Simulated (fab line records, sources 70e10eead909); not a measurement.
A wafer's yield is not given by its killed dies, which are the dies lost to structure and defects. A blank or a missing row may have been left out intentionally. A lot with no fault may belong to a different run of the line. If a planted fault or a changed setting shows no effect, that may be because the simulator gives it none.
Matching of chambers	flow nandHarc	3 sister chambers for NHARC_P_M0_PRE_CLEAN_31 on pecvd-02
The step time 12 s. 6 wafers are shown with their chamber, then 7 later ones without.

== WAFERS PAIRED WITH THEIR CHAMBERS ==
wafer	chamber	heaterPowerW (W)
L080.1	1	617
L083.2	2	826
L083.4	0	629
L083.5	2	839
L085.1	0	589
L085.3	1	618

== WAFERS MISSING THEIR CHAMBER ==
wafer	heaterPowerW (W)
L085.6	595
L092.2	841
L092.3	584
L092.6	620
L094.4	525
L094.5	814
L094.6	561

== EACH ONE'S CHAMBER ==
wafer	from the rows above	in truth
L085.6	can't be placed: 0 or 1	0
L092.2	2	2
L092.3	can't be placed: 0 or 1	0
L092.6	can't be placed: 1 or 0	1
L094.4	can't be placed: 0 or 1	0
L094.5	2	2
L094.6	can't be placed: 0 or 1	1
Placed correctly: 2 of 7. Unplaceable from these rows: 5, with the true chamber sitting among the candidates in 5. Wrongly placed: 0.
How it was worked out, from the rows above alone: a wafer's distance from a chamber is the root of the sum, over the readings, of the square of ((its reading less the chamber's mean) divided by the reading's scatter). The wafer belongs to the nearest chamber; if the next one is less than 2 further off, it can't be placed. Each chamber's mean is taken over the wafers shown for it. The scatter: take each reading less its chamber's mean, square it, sum over the shown wafers, divide by the number of wafers less the number of chambers, and take the root.
